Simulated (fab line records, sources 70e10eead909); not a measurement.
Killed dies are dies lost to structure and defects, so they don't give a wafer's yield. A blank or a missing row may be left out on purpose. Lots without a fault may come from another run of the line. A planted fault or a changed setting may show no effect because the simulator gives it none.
A struck lot beside a sound one | flow nand_harc | 17 steps out of a route of 1302
Sound: wafers L629.1, L629.2, L629.4. Struck: wafers L622.2, L622.4. The cause comes at the end.
At each step with rows: each side's tool, then ch and its chambers, then its first start. Under that, the readings that differ: sound wafers | struck wafers | difference of the means | sigmas: that difference in standard deviations of wafers without a fault.
alike: readings whose means differ by less than 2 such deviations, and words and numbers that are the same on both sides. not compared: withheld readings, readings that some wafer has no value for, bounds like >300 that may hide the same value, and numbers for which the record gives no deviation and whose values overlap.
The two part at a step that has a row with sigmas, a row that says differs or no value, or rows on one side only. Numbers that don't overlap but have no deviation are shown without sigmas and don't part them. A reading that every wafer of one side lacks parts them only if that side has two wafers or more.

NHARC_P_M1_INSPECT_11:
  sound on defect_inspect-01, day 13 02:53; struck on defect_inspect-02, day 9 19:55
  alike: raw_defect_count
NHARC_P_M1_DESCUM_14: chemistry O2, time 3 s.
  sound on rie_diel-01 ch 1,2,3, day 13 02:56; struck on rie_diel-10 ch 1,2, day 9 19:59
  reading                | sound | struck | difference | sigmas
  rf_hours_counter_h (h) | 6 6 6 | 7 8    | +2         |
  alike: chamber_pressure_mTorr, drypump_motor_current_A, o2_flow_sccm, oes_product_au, rf_vpp_V, showerhead_plenum_p_Torr, throttle_valve_pct
then, 2 steps without rows for these wafers: NHARC_P_M1_ETCH_35 (etches the open film in N2/H2, target depth 40 nm, overetch 12 nm, time 43.94 s); NHARC_P_M1_ETCH_15 (etches the open film in C4F8/Ar, target depth 182.5 nm, time 91.2 s).
NHARC_P_M1_CD_MEAS_16:
  sound on cd_sem-03, day 13 03:15; struck on cd_sem-03, day 9 20:16
  alike: cd_nm
NHARC_P_M1_STRIP_18: strips in N2/H2.
  sound on rie_diel-10 ch 0,1,2, day 13 03:20; struck on rie_diel-10 ch 0,3, day 9 20:21
  reading                | sound | struck | difference | sigmas
  rf_hours_counter_h (h) | 3 3 3 | 7 8    | +4         |
  alike: chamber_pressure_mTorr, drypump_motor_current_A, oes_product_au, rf_vpp_V, showerhead_plenum_p_Torr, throttle_valve_pct
then, 2 steps without rows for these wafers: NHARC_P_M1_ETCH_28 (etches the open film in CF4/N2, target depth 30 nm, time 72.99 s); NHARC_P_M1_STRIP_19 (strips in post etch residue remover, time 600 s).
NHARC_P_M1_DEGAS_29: time 60 s.
  sound on pvd_sputter-01, day 13 03:59; struck on pvd_sputter-03, day 9 21:01
  alike: heater_power_w, susceptor_temp_C
NHARC_P_M1_PRE_CLEAN_30: time 30 s.
  sound on pvd_sputter-01; struck on pvd_sputter-03
  reading              | sound                | struck        | difference | sigmas
  susceptor_temp_C (C) | 279.69 279.96 279.90 | 280.15 280.29 | +0.37      | +2
  alike: heater_power_w
NHARC_P_M1_PVD_20: deposits TaN, target thk 5 nm, time 8.06 s.
  sound on pvd_sputter-01; struck on pvd_sputter-03
  alike: chamber_pressure_pa, throttle_valve_pct
then, 1 step without rows for these wafers: NHARC_P_M1_PVD_21 (deposits Cu, target thk 30 nm, time 20.49 s).
NHARC_P_M1_ECD_22: material Cu, target thk 400 nm.
  sound on ecd_cu-02 ch 0,1, day 13 04:20; struck on ecd_cu-01 ch 0, day 9 21:22
  alike: bath_heat_duty_pct
then, 1 step without rows for these wafers: NHARC_P_M1_ANNEAL_31 (time 90 s).
NHARC_P_M1_CMP_23: polishes, t overpolish 20 s, target thk 157.82 nm.
  sound on cmp-01 ch 0,1,3, day 13 05:04; struck on cmp-03 ch 0,3, day 9 22:07
  reading                | sound          | struck    | difference | sigmas
  time_to_endpoint_s (s) | 29.4 25.7 25.8 | 12.4 12.0 | -14.8      | -6
  alike: motor_current_A
NHARC_P_M1_THK_MEAS_24: measures by xrf.
  sound on film_metro-01, day 13 05:22; struck on film_metro-01, day 9 22:26
  alike: thk_nm
-- the record jumps here: 18 days lie between the struck wafers' starts before and after (it left off in module P_M1 and takes up again in module END, whose first step shown is number 1302 of the route) --
NHARC_END_SORT_01:
  sound on prober-01 ch 0, day 30 18:44; struck on prober-02 ch 0, day 27 16:00
  alike: defect_limited_yield, killed_at_array, killed_at_other, killed_at_periphery, killed_dies, killed_open, killed_short, sort_bin_2_pct, sort_bin_3_pct, sort_bin_4_pct, sort_n_pass, sort_rim_yield_pct, sort_yield_pct

WHERE THEY PART
First at NHARC_P_M1_PRE_CLEAN_30; last, within this record, at NHARC_P_M1_CMP_23. Later steps at which nothing parts them and some readings are alike: NHARC_P_M1_THK_MEAS_24, NHARC_END_SORT_01.

WHY: what the simulator had put in
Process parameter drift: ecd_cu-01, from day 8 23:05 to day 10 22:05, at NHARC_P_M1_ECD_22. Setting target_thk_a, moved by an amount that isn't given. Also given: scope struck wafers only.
